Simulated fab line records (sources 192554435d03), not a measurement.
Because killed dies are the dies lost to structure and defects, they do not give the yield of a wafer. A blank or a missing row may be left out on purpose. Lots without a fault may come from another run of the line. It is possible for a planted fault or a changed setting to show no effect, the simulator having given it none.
Chamber matching / flow n5_finfet / 4 sister chambers for N5_DUMMY_GATE_DESCUM_20 on rie_diel-06
The step chemistry O2, time 6.2 s. 24 wafers are shown with their chamber, then 12 later ones without.

## WAFERS PAIRED WITH THEIR CHAMBERS
wafer=L074.1; chamber=1; drypump_motor_current_A (A)=5.9; showerhead_plenum_p_Torr (Torr)=2.12; throttle_valve_pct (%)=19.7
wafer=L074.2; chamber=3; drypump_motor_current_A (A)=5.3; showerhead_plenum_p_Torr (Torr)=2.23; throttle_valve_pct (%)=20.3
wafer=L074.3; chamber=2; drypump_motor_current_A (A)=5.2; showerhead_plenum_p_Torr (Torr)=2.07; throttle_valve_pct (%)=20.5
wafer=L075.3; chamber=3; drypump_motor_current_A (A)=5.3; showerhead_plenum_p_Torr (Torr)=2.22; throttle_valve_pct (%)=20.3
wafer=L075.4; chamber=2; drypump_motor_current_A (A)=5.2; showerhead_plenum_p_Torr (Torr)=2.07; throttle_valve_pct (%)=20.5
wafer=L075.6; chamber=3; drypump_motor_current_A (A)=5.3; showerhead_plenum_p_Torr (Torr)=2.23; throttle_valve_pct (%)=20.3
wafer=L079.3; chamber=0; drypump_motor_current_A (A)=5.8; showerhead_plenum_p_Torr (Torr)=2.05; throttle_valve_pct (%)=20.3
wafer=L079.4; chamber=2; drypump_motor_current_A (A)=5.2; showerhead_plenum_p_Torr (Torr)=2.07; throttle_valve_pct (%)=20.5
wafer=L079.6; chamber=0; drypump_motor_current_A (A)=5.8; showerhead_plenum_p_Torr (Torr)=2.05; throttle_valve_pct (%)=20.3
wafer=L081.1; chamber=1; drypump_motor_current_A (A)=5.9; showerhead_plenum_p_Torr (Torr)=2.12; throttle_valve_pct (%)=19.7
wafer=L081.2; chamber=2; drypump_motor_current_A (A)=5.2; showerhead_plenum_p_Torr (Torr)=2.07; throttle_valve_pct (%)=20.6
wafer=L081.5; chamber=0; drypump_motor_current_A (A)=5.8; showerhead_plenum_p_Torr (Torr)=2.05; throttle_valve_pct (%)=20.3
wafer=L082.1; chamber=2; drypump_motor_current_A (A)=5.2; showerhead_plenum_p_Torr (Torr)=2.07; throttle_valve_pct (%)=20.6
wafer=L082.4; chamber=0; drypump_motor_current_A (A)=5.8; showerhead_plenum_p_Torr (Torr)=2.05; throttle_valve_pct (%)=20.4
wafer=L082.5; chamber=0; drypump_motor_current_A (A)=5.8; showerhead_plenum_p_Torr (Torr)=2.05; throttle_valve_pct (%)=20.4
wafer=L083.1; chamber=1; drypump_motor_current_A (A)=5.9; showerhead_plenum_p_Torr (Torr)=2.11; throttle_valve_pct (%)=19.7
wafer=L083.2; chamber=3; drypump_motor_current_A (A)=5.3; showerhead_plenum_p_Torr (Torr)=2.22; throttle_valve_pct (%)=20.4
wafer=L083.5; chamber=3; drypump_motor_current_A (A)=5.3; showerhead_plenum_p_Torr (Torr)=2.22; throttle_valve_pct (%)=20.4
wafer=L085.2; chamber=3; drypump_motor_current_A (A)=5.3; showerhead_plenum_p_Torr (Torr)=2.22; throttle_valve_pct (%)=20.4
wafer=L085.4; chamber=3; drypump_motor_current_A (A)=5.3; showerhead_plenum_p_Torr (Torr)=2.22; throttle_valve_pct (%)=20.4
wafer=L085.6; chamber=0; drypump_motor_current_A (A)=5.7; showerhead_plenum_p_Torr (Torr)=2.05; throttle_valve_pct (%)=20.4
wafer=L087.1; chamber=2; drypump_motor_current_A (A)=5.2; showerhead_plenum_p_Torr (Torr)=2.06; throttle_valve_pct (%)=20.6
wafer=L087.2; chamber=3; drypump_motor_current_A (A)=5.3; showerhead_plenum_p_Torr (Torr)=2.22; throttle_valve_pct (%)=20.4
wafer=L087.6; chamber=0; drypump_motor_current_A (A)=5.8; showerhead_plenum_p_Torr (Torr)=2.05; throttle_valve_pct (%)=20.4

SIGNATURES (averages over the wafers above)
reading=drypump_motor_current_A; chamber 0=5.786; chamber 1=5.900; chamber 2=5.200; chamber 3=5.300; scatter within a chamber=0.0207
reading=showerhead_plenum_p_Torr; chamber 0=2.0500; chamber 1=2.1167; chamber 2=2.0683; chamber 3=2.2225; scatter within a chamber=0.00387
reading=throttle_valve_pct; chamber 0=20.357; chamber 1=19.700; chamber 2=20.550; chamber 3=20.363; scatter within a chamber=0.0504
Rule: for each reading, subtract the chamber's mean from the wafer's reading, divide by that reading's scatter and square the result; add these up over the readings and take the root, which gives the wafer's distance from the chamber. If the next closest chamber is less than 2 further off than the closest, the wafer can't be placed; otherwise it belongs to the closest. The scatter: take each reading less its chamber's mean, square it, sum over the shown wafers, divide by the number of wafers less the number of chambers, and take the root.

## WAFERS MISSING THEIR CHAMBER
wafer=L089.3; drypump_motor_current_A (A)=5.3; showerhead_plenum_p_Torr (Torr)=2.22; throttle_valve_pct (%)=20.4
wafer=L089.4; drypump_motor_current_A (A)=5.9; showerhead_plenum_p_Torr (Torr)=2.11; throttle_valve_pct (%)=19.8
wafer=L089.5; drypump_motor_current_A (A)=5.8; showerhead_plenum_p_Torr (Torr)=2.04; throttle_valve_pct (%)=20.4
wafer=L090.2; drypump_motor_current_A (A)=5.8; showerhead_plenum_p_Torr (Torr)=2.04; throttle_valve_pct (%)=20.4
wafer=L090.3; drypump_motor_current_A (A)=5.2; showerhead_plenum_p_Torr (Torr)=2.06; throttle_valve_pct (%)=20.6
wafer=L090.4; drypump_motor_current_A (A)=5.3; showerhead_plenum_p_Torr (Torr)=2.21; throttle_valve_pct (%)=20.4
wafer=L091.1; drypump_motor_current_A (A)=5.3; showerhead_plenum_p_Torr (Torr)=2.21; throttle_valve_pct (%)=20.4
wafer=L091.3; drypump_motor_current_A (A)=5.9; showerhead_plenum_p_Torr (Torr)=2.11; throttle_valve_pct (%)=19.8
wafer=L091.4; drypump_motor_current_A (A)=5.2; showerhead_plenum_p_Torr (Torr)=2.06; throttle_valve_pct (%)=20.6
wafer=L092.2; drypump_motor_current_A (A)=5.9; showerhead_plenum_p_Torr (Torr)=2.11; throttle_valve_pct (%)=19.8
wafer=L092.5; drypump_motor_current_A (A)=5.8; showerhead_plenum_p_Torr (Torr)=2.04; throttle_valve_pct (%)=20.4
wafer=L092.6; drypump_motor_current_A (A)=5.3; showerhead_plenum_p_Torr (Torr)=2.21; throttle_valve_pct (%)=20.4

## WHICH CHAMBER EACH WENT THROUGH
wafer=L089.3; from the rows above=3; in truth=3
wafer=L089.4; from the rows above=1; in truth=1
wafer=L089.5; from the rows above=0; in truth=0
wafer=L090.2; from the rows above=0; in truth=0
wafer=L090.3; from the rows above=2; in truth=2
wafer=L090.4; from the rows above=3; in truth=3
wafer=L091.1; from the rows above=3; in truth=3
wafer=L091.3; from the rows above=1; in truth=1
wafer=L091.4; from the rows above=2; in truth=2
wafer=L092.2; from the rows above=1; in truth=1
wafer=L092.5; from the rows above=0; in truth=0
wafer=L092.6; from the rows above=3; in truth=3
12 of 12 placed correctly. From these rows, 0 cannot be placed. Wrongly placed: 0.
